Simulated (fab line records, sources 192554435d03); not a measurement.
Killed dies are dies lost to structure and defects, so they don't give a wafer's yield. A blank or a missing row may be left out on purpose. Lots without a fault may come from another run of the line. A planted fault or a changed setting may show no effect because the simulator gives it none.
A struck lot beside a sound one | flow n5_finfet | 25 steps out of a route of 1938
Sound: wafers L252.1, L252.4, L252.5. Struck: wafers L254.1, L254.4. The cause comes at the end.
At each step with rows: each side's tool, then ch and its chambers, then its first start. Under that, the readings that differ: sound wafers | struck wafers | difference of the means | sigmas: that difference in standard deviations of wafers without a fault.
alike: readings whose means differ by less than 2 such deviations, and words and numbers that are the same on both sides. not compared: withheld readings, readings that some wafer has no value for, bounds like >300 that may hide the same value, and numbers for which the record gives no deviation and whose values overlap.
The two part at a step that has a row with sigmas, a row that says differs or no value, or rows on one side only. Numbers that don't overlap but have no deviation are shown without sigmas and don't part them. A reading that every wafer of one side lacks parts them only if that side has two wafers or more.

first, 1 step without rows for these wafers: N5_BEOL_M12_HARDBAKE_32 (time 120 s).
N5_BEOL_M12_CD_MEAS_28: target cd 160.2 nm.
  sound on cd_sem-01 ch 0, day 13 07:11; struck on cd_sem-01 ch 0, day 14 15:14
  alike: cd_nm
N5_BEOL_M12_OVL_MEAS_29:
  sound on overlay-01 ch 0, day 13 07:13; struck on overlay-01 ch 0, day 14 15:16
  alike: M12_OVL
N5_BEOL_M12_INSPECT_30: inspects for defects (macro).
  sound on defect_inspect-02, day 13 07:15; struck on defect_inspect-01, day 14 15:17
  alike: raw_defect_count
N5_BEOL_M12_DESCUM_33: chemistry O2, time 7.9 s.
  sound on rie_diel-06 ch 1,3, day 13 07:21; struck on rie_diel-01 ch 2,3, day 14 15:19
  alike: drypump_motor_current_A, oes_product_au, rf_vpp_V, showerhead_plenum_p_Torr, temp_c, throttle_valve_pct
  not compared: rf_hours_counter_h
then, 3 steps without rows for these wafers: N5_BEOL_M12_ETCH_67 (etches SiARC in CF4, target depth 143 nm, time 238.3 s); N5_BEOL_M12_ETCH_68 (etches SOC in N2/H2, time 285 s); N5_BEOL_M12_STRIP_69 (strips in N2/H2).
N5_BEOL_M12_TRENCH_ETCH_34: etches SiOC in C4F8/O2/Ar, target depth 318.95 nm, time 125.5 s.
  sound on rie_diel-06 ch 1,3, day 13 07:43; struck on rie_diel-01 ch 2,3, day 14 15:41
  alike: drypump_motor_current_A, oes_product_au, rf_vpp_V, showerhead_plenum_p_Torr, throttle_valve_pct
  not compared: rf_hours_counter_h
then, 1 step without rows for these wafers: N5_BEOL_M12_STRIP_70 (strips in C4F8/O2/Ar).
N5_BEOL_M12_OCD_MEAS_35:
  sound on ocd-01, day 13 07:52; struck on ocd-01, day 14 15:50
  alike: trench_depth_nm
then, 1 step without rows for these wafers: N5_BEOL_M12_STRIP_37 (strips in N2/H2).
N5_BEOL_M12_ETCH_38: etches SiCN in CF4/N2, target depth 68.7 nm, time 73.4 s.
  sound on rie_diel-02 ch 0,3, day 13 12:34; struck on rie_diel-02 ch 1,2, day 14 17:33
  reading                                       | sound             | struck      | difference | sigmas
  oes_product_au (a.u.)                         | 0.82 0.80 0.81    | 1.13 1.35   | +0.43      | +7
  model.etch.depth_nm (nm)                      | 57.51 58.98 58.72 | 95.51 95.34 | +37.02     |
  model.SiOC_of_BEOL_M12_ILD_DEP_00.thk_nm (nm) | 608.2 610.6 615.2 | 583.2 576.8 | -31.3      |
  alike: drypump_motor_current_A, rf_vpp_V, showerhead_plenum_p_Torr, throttle_valve_pct
  not compared: rf_hours_counter_h
then, 2 steps without rows for these wafers: N5_BEOL_M12_PRECLEAN_39 (cleans in residue remover, time 60 s); N5_BEOL_M12_SRD_40 (time 30 s, dry time 30 s).
N5_BEOL_M12_DEGAS_41: time 60 s.
  sound on pvd_sputter-01, day 13 13:01; struck on pvd_sputter-01, day 14 17:58
  alike: heater_power_w
N5_BEOL_M12_PRE_CLEAN_42: time 30 s.
  sound on pvd_sputter-01, day 13 13:03; struck on pvd_sputter-01, day 14 18:01
  alike: heater_power_w
then, 2 steps without rows for these wafers: N5_BEOL_M12_SPUTTER_43 (material TaN, target thk 15 nm, time 24.19 s); N5_BEOL_M12_SPUTTER_44 (material Ta, target thk 10 nm, time 16.13 s).
N5_BEOL_M12_SPUTTER_45: material Cu, target thk 80 nm, time 13.33 s.
  sound on pvd_sputter-01, day 13 13:15; struck on pvd_sputter-01, day 14 18:13
  alike: chuck_gas_flow_sccm, throttle_valve_pct
then, 2 steps without rows for these wafers: N5_BEOL_M12_ECD_47 (material Cu, target thk 720 nm); N5_BEOL_M12_ANNEAL_48 (time 90 s).
N5_BEOL_M12_CMP_49: polishes, stops on SiOC, t overpolish 20.6 s, target thk 320 nm.
  sound on cmp-01 ch 2,3, day 13 14:19; struck on cmp-04 ch 0,2, day 14 18:49
  reading                                       | sound             | struck      | difference | sigmas
  model.SiOC_of_BEOL_M12_ILD_DEP_00.thk_nm (nm) | 598.2 600.6 605.2 | 573.2 566.8 | -31.3      |
  alike: motor_current_A
N5_BEOL_M12_THK_MEAS_50: measures by xrf.
  sound on film_metro-01, day 13 14:36; struck on film_metro-01, day 14 19:05
  alike: M12_THK
N5_PASSIVATION_PROBE_49:
  sound on prober-02, day 14 23:37; struck on prober-02, day 16 04:32
  reading                  | sound          | struck    | difference | sigmas
  defect_limited_yield (%) | 90.4 91.6 87.8 | 93.1 92.0 | +2.6       | +2
  killed_open              | 80 64 105      | 46 62     | -29        | -2
  sort_bin_4_leakage (%)   | 0 0 0.08       | 0 0       | +0         | -2
  sort_yield_pct (%)       | 90.4 91.6 87.7 | 93.1 92.0 | +2.6       | +2
  alike: killed_at_M0_to_M3, killed_at_M4_up, killed_at_contacts, killed_at_front_end, killed_at_other, killed_dies, killed_short, sort_bin_5_function, sort_bin_6_memory, sort_n_pass

WHERE THEY PART
First at N5_BEOL_M12_ETCH_38; last, within this record, at N5_PASSIVATION_PROBE_49.

WHY: what the simulator had put in
Process parameter drift: rie_diel-02, from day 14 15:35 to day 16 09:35, at N5_BEOL_M12_ETCH_38. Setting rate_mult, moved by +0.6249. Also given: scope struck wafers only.
